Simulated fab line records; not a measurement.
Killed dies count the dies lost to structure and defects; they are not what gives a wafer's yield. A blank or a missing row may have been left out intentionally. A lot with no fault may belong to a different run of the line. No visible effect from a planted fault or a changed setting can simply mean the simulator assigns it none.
Chamber matching + flow n5 finfet + N5_BEOL_M2_PRE_CLEAN_60 on cvd co-02: 3 sister chambers
The step time 15 s. 30 wafers are shown with their chamber, then 12 later ones without.

## EACH WAFER AND ITS CHAMBER
| wafer  | chamber | heater power w (W) |
|--------|---------|--------------------|
| L074.2 | 1       | 120                |
| L074.3 | 0       | 112                |
| L074.5 | 1       | 120                |
| L075.3 | 1       | 120                |
| L075.4 | 0       | 110                |
| L075.6 | 1       | 119                |
| L077.1 | 2       | 66                 |
| L077.2 | 0       | 113                |
| L077.3 | 1       | 122                |
| L077.4 | 2       | 66                 |
| L077.5 | 0       | 112                |
| L077.6 | 1       | 119                |
| L078.1 | 1       | 120                |
| L078.2 | 2       | 65                 |
| L078.3 | 0       | 111                |
| L078.4 | 1       | 125                |
| L078.5 | 0       | 112                |
| L078.6 | 2       | 66                 |
| L082.1 | 0       | 112                |
| L082.2 | 1       | 124                |
| L082.3 | 2       | 67                 |
| L082.4 | 1       | 121                |
| L082.5 | 0       | 113                |
| L082.6 | 2       | 67                 |
| L088.1 | 2       | 69                 |
| L088.2 | 1       | 123                |
| L088.4 | 0       | 113                |
| L089.1 | 1       | 119                |
| L089.3 | 2       | 65                 |
| L089.5 | 2       | 65                 |

SIGNATURES (averages over the wafers above)
| reading        | chamber 0 | chamber 1 | chamber 2 | scatter within a chamber |
|----------------|-----------|-----------|-----------|--------------------------|
| heater power w | 112.00    | 121.00    | 66.22     | 1.58                     |
Rule: a wafer lies at a distance from a chamber equal to the root of the sum of squares, over the readings, of (its reading less the chamber's mean, divided by the reading's scatter). If the next closest chamber is less than 2 further off than the closest, the wafer can't be placed; otherwise it belongs to the closest. The scatter: take each reading less its chamber's mean, square it, sum over the shown wafers, divide by the number of wafers less the number of chambers, and take the root.

## WAFERS MISSING THEIR CHAMBER
| wafer  | heater power w (W) |
|--------|--------------------|
| L091.1 | 120                |
| L091.2 | 67                 |
| L091.3 | 111                |
| L091.4 | 67                 |
| L091.5 | 113                |
| L091.6 | 123                |
| L096.3 | 110                |
| L096.5 | 113                |
| L096.6 | 68                 |
| L097.1 | 109                |
| L097.3 | 68                 |
| L097.5 | 67                 |

## THE CHAMBER EACH PASSED THROUGH
| wafer  | from the rows above | in truth |
|--------|---------------------|----------|
| L091.1 | 1                   | 1        |
| L091.2 | 2                   | 2        |
| L091.3 | 0                   | 0        |
| L091.4 | 2                   | 2        |
| L091.5 | 0                   | 0        |
| L091.6 | 1                   | 1        |
| L096.3 | 0                   | 0        |
| L096.5 | 0                   | 0        |
| L096.6 | 2                   | 2        |
| L097.1 | 0                   | 0        |
| L097.3 | 2                   | 2        |
| L097.5 | 2                   | 2        |
Correctly placed: 12 of 12. Number that these rows cannot place: 0. 0 placed wrongly.
